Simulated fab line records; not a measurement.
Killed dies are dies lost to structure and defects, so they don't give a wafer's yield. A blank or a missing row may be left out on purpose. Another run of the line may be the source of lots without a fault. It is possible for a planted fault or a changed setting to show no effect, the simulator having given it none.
Which tool did it? | flow nand_harc | 6 lots, 18 wafers sampled, at 5 steps of a route of 1302

== WHAT EACH GAUGE READ, for each wafer ==
NHARC_END_SORT_01.
lot | measured | on | killed_at_array

== EACH LOT AND THE TOOL THAT RAN IT (in order: tool; ch and the chambers of the sampled wafers; start) ==
lot  | NHARC_A_CONTACT_DEP_28        | NHARC_A_CONTACT_ETCH_49            | NHARC_A_CONTACT_ETCH_50                       | NHARC_A_CONTACT_ETCH_113
L896 | acl_dep-03 ch 0, day 22 13:44 | rie_diel-05 ch 2,3, day 22 18:34   | rie_diel-05 ch 1,2, day 22 20:48 or earlier   | har_cap_etch-03 ch 0,1, day 22 20:48
L898 | acl_dep-02 ch 0, day 24 09:21 | rie_diel-04 ch 0,2,3, day 24 14:52 | rie_diel-04 ch 0,1, day 24 16:47 or earlier   | har_cap_etch-01 ch 0,1, day 24 16:47
L907 | acl_dep-01 ch 0, day 26 22:06 | rie_diel-05 ch 1,2,3, day 27 03:26 | rie_diel-05 ch 1,2,3, day 27 05:28 or earlier | har_cap_etch-01 ch 0,1, day 27 05:28
L912 | acl_dep-02 ch 0, day 28 21:08 | rie_diel-04 ch 1,2, day 29 02:22   | rie_diel-04 ch 0,1,2, day 29 04:20 or earlier | har_cap_etch-02 ch 0,1, day 29 04:20
L915 | acl_dep-02 ch 0, day 30 09:52 | rie_diel-02 ch 1,3, day 30 13:43   | rie_diel-02 ch 0,2, day 30 15:46 or earlier   | har_cap_etch-02 ch 0,1, day 30 15:46
L916 | acl_dep-01 ch 0, day 31 05:34 | rie_diel-05 ch 0,1,2, day 31 11:40 | rie_diel-05 ch 0,1, day 31 14:02 or earlier   | har_cap_etch-03 ch 0,1, day 31 14:02
- NHARC_A_CONTACT_DEP_28: deposits aC, target thk 7000 nm.
- NHARC_A_CONTACT_ETCH_49: etches the open film in N2/H2, target depth 260 nm, time 475.3 s.
- NHARC_A_CONTACT_ETCH_50: etches the open film in CF4/CHF3, target depth 121 nm, time 60.5 s.
- NHARC_A_CONTACT_ETCH_113: etches the open film in C4F8/O2/Ar, time 190 s, target depth 1850 nm.

== THE ANSWER, worked out from the rows above alone ==
Rule: the lots themselves supply what counts as usual. The widest of any qualifying gaps counts: lots, ordered by their means at a reading, are off when they make up no more than a third of the lots, leave a main group of 4 or more, and stand apart from it by 3 or more times the standard deviation of that group's means. The tables above print the reading to a certain number of digits; a main group whose means all agree to those digits is not used. A lot without any number at a reading at which 4 lots or more have one is off too. Any other lot the step has rows for is counted as sound.
None of the lots is off at any reading shown; this tells nothing.

== WHAT WAS PUT IN BY THE SIMULATOR ==
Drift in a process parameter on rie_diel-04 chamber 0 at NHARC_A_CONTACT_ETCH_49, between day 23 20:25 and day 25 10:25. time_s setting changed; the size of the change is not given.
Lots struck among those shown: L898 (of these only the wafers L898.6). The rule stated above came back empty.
